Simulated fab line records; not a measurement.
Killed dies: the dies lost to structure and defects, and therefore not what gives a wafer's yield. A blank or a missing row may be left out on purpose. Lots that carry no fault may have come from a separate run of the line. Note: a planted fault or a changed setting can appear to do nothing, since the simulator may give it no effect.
Code-filled problem report in 8D (eight disciplines) form + flow n5_finfet + the parts of the form that need people (team, actions taken, sign-off) are left out

## 1. WHAT WENT WRONG
Mean of spin_speed_rpm at N5_BEOL_M10_COAT_05: 1572.6 rpm across 9 wafers in 3 lots; on wafers with no fault it is 1499.9 rpm (standard deviation 0.92). That puts it +79 standard deviations away from the usual mean.
The step: resist thk 90 nm.
Earliest sighting: wafer L581.1 on litho_track-05 at day 13 15:46. The record has a number at this step for 38 wafers belonging to 13 lots. The rule behind "out" and "out of limits": a value lying over 4 standard deviations away from the usual mean. Any other wafer with a number is counted as sound.

## 2. WHAT IT IS AND WHAT IT IS NOT
| question                    | is                     | is not                                                                                 |
|-----------------------------|------------------------|----------------------------------------------------------------------------------------|
| which readings at this step | spin_speed_rpm         | -                                                                                      |
| which lots                  | L581, L582, L583       | L568, L572, L573, L575, L576, L577, L580, L588, L590, L591                             |
| which wafers of those lots  | all that have a number | -                                                                                      |
| read on which tools         | litho_track-05         | litho_track-02, litho_track-03                                                         |
| when                        | from day 13 15:46      | up to then (18 sound wafers); but 11 sound wafers of L580, L588, L590, L591 came after |

## 3. WHAT RULES OUT EACH SUSPECT
Counting: a tool at a process step up to the reading stays a suspect if it ran every lot that is out and no sound lot after the first of them.
- litho_track-05 at N5_BEOL_M10_COAT_05 (resist thk 90 nm): kept. It processed each lot that is out, first L581 at day 13 15:46, and no sound lot thereafter; up to then, the last sound lot it processed was L576 at day 12 12:11. Its own spin_speed_rpm readings are out on those wafers.
After counting, what remains is litho_track-05 at N5_BEOL_M10_COAT_05.

## 4. THE CAUSE (what the simulator had put in)
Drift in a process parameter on litho_track-05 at N5_BEOL_M10_COAT_05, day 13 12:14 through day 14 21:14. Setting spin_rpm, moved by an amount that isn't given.
The count eliminated every tool but this one.

## 5. THE CHAIN OF EFFECTS, in route order
One row per reading whose mean, taken over the struck wafers that have a number, lies over 3 standard deviations from the usual. Only readings whose record carries a usual standard deviation are examined. hours: median over the lots of the time between each lot's start at the first step of this table that gives one and its start at this step. sigmas: the change, counted in usual standard deviations.
| hours | step                | reading        | usual      | on struck wafers | change | sigmas |
|-------|---------------------|----------------|------------|------------------|--------|--------|
| 0     | N5_BEOL_M10_COAT_05 | spin_speed_rpm | 1499.9 rpm | 1572.6           | +72.7  | +79    |
Its process steps:
- N5_BEOL_M10_COAT_05: resist thk 90 nm.
At these later measuring or inspecting steps, every struck wafer for which the step has a row has a number for every such reading, and none has moved that far: N5_BEOL_M10_CD_MEAS_11.

## 6. WHAT WOULD HAVE CAUGHT IT SOONER
4 hours passed between the start of the fault at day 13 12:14 and the first reading out of limits in this record, taken at day 13 15:46.
